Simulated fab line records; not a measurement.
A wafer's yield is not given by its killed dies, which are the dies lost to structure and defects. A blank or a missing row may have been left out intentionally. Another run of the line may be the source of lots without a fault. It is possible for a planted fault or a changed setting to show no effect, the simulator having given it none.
Split-lot study | flow n5Finfet | 7 lots, 21 wafers read, on a route of 1938 steps

THE SPLIT
At N5_MOL_CONTACT_COAG_ALD_133 (deposits SiO2, target thk 5 nm, pulse time 1 s, co reactant pulse time 1 s), the setting aldCycles was moved away from the recipe's 35 on 8 of the 21 wafers read, by -11.4% to +14.3%. The other wafers ran this setting at the recipe's value.

Reading taken at the split's own step.

THE READING
SiO2_of_MOL_CONTACT_COAG_ALD_133.thkNm (the simulator's own value, which no gauge read), in nm, at N5_MOL_CONTACT_COAG_ALD_133 (deposits SiO2, target thk 5 nm, pulse time 1 s, co reactant pulse time 1 s). There is no usual value for it anywhere in the file.

wafer  | tool, chamber at the split | aldCycles as run | against the recipe | SiO2_of_MOL_CONTACT_COAG_ALD_133.thkNm, nm | against lot-mates on the recipe
L076.1 | aldSin-04, 0,2,0           | 35               | recipe             | 5                                          | -
L076.3 | aldSin-04, 0,2,0           | 35               | recipe             | 5                                          | -
L076.5 | aldSin-04, 0,2,0           | 35               | recipe             | 5                                          | -
L077.2 | aldSin-01, 2,1             | 38               | +8.6%              | 5.4                                        | +0.4
L077.4 | aldSin-01, 2,1             | 38               | +8.6%              | 5.4                                        | +0.4
L077.3 | aldSin-01, 3               | 35               | recipe             | 5                                          | -
L080.1 | aldSin-01, 3               | 38               | +8.6%              | 5.4                                        | +0.4
L080.3 | aldSin-01, 0               | 35               | recipe             | 5                                          | -
L080.6 | aldSin-01, 0               | 35               | recipe             | 5                                          | -
L085.1 | aldSin-01, 3               | 31               | -11.4%             | 4.4                                        | -0.6
L085.3 | aldSin-01, 0,2             | 35               | recipe             | 5                                          | -
L085.6 | aldSin-01, 0,2             | 35               | recipe             | 5                                          | -
L088.2 | aldSin-01, 0               | 35               | recipe             | 5                                          | -
L088.6 | aldSin-01, 0               | 35               | recipe             | 5                                          | -
L088.4 | aldSin-01, 2               | 40               | +14.3%             | 5.8                                        | +0.8
L093.3 | aldSin-04, 2,0             | 35               | recipe             | 5                                          | -
L093.6 | aldSin-04, 2,0             | 35               | recipe             | 5                                          | -
L093.4 | aldSin-04, 0               | 33               | -5.7%              | 4.8                                        | -0.2
L095.1 | aldSin-01, 2,3             | 39               | +11.4%             | 5.6                                        | +0.6
L095.2 | aldSin-01, 2,3             | 39               | +11.4%             | 5.6                                        | +0.6
L095.4 | aldSin-01, 1               | 35               | recipe             | 5                                          | -
Where a row lists several chambers, the file gives one row for several wafers and doesn't say which wafer went through which chamber.

FIT RESULTS
A straight line over all 21 wafers: SiO2_of_MOL_CONTACT_COAG_ALD_133.thkNm changes by +0.051 nm for each +1% of aldCycles; r = +1.00; the points scatter about the line by 0.031 nm.
The same after taking each lot's own level away (the mean of its wafers on the recipe; 21 wafers): +0.051 nm for each +1%; r = +1.00; scatter 0.031 nm.
The reading moves by 0.73 nm for the largest change in aldCycles, on that fit.
The lots' own levels span 5.00 to 5.00 nm.
Consequently the slope shifts little with the lot-to-lot level, the two slopes agreeing.
Check: with one of the wafers moved furthest among these (+14.3%) left out of the fit, the line predicts +0.71 nm for it against its lot-mates. Against them it came out at +0.8 nm.

THESE WAFERS: OTHER SPLITS
Other splits were also applied to these wafers ahead of the reading. Each is held against what the fit with the lots' levels taken away leaves over:
other split on the same wafers       | wafers away from the commonest value | r with SiO2_of_MOL_CONTACT_COAG_ALD_133.thkNm (lot level and that fit taken away)
N5_HKMG_FIN_ETCH_58 sourceW          | 8                                    | -0.30
N5_GATE_CUT_HM_DEP_46 timeS          | 6                                    | -0.08
N5_GATE_CUT_EXPOSE_10 doseMj         | 6                                    | -0.30
N5_MOL_CONTACT_COAG_COAT_76 spinRpm  | 11                                   | +0.04
N5_MOL_CONTACT_COAG_EXPOSE_37 doseMj | 6                                    | -0.05

FILE'S OWN FIT
SiO2_of_MOL_CONTACT_COAG_ALD_133.thkNm changes by +0.0514 nm for each +1% of aldCycles, r = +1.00.
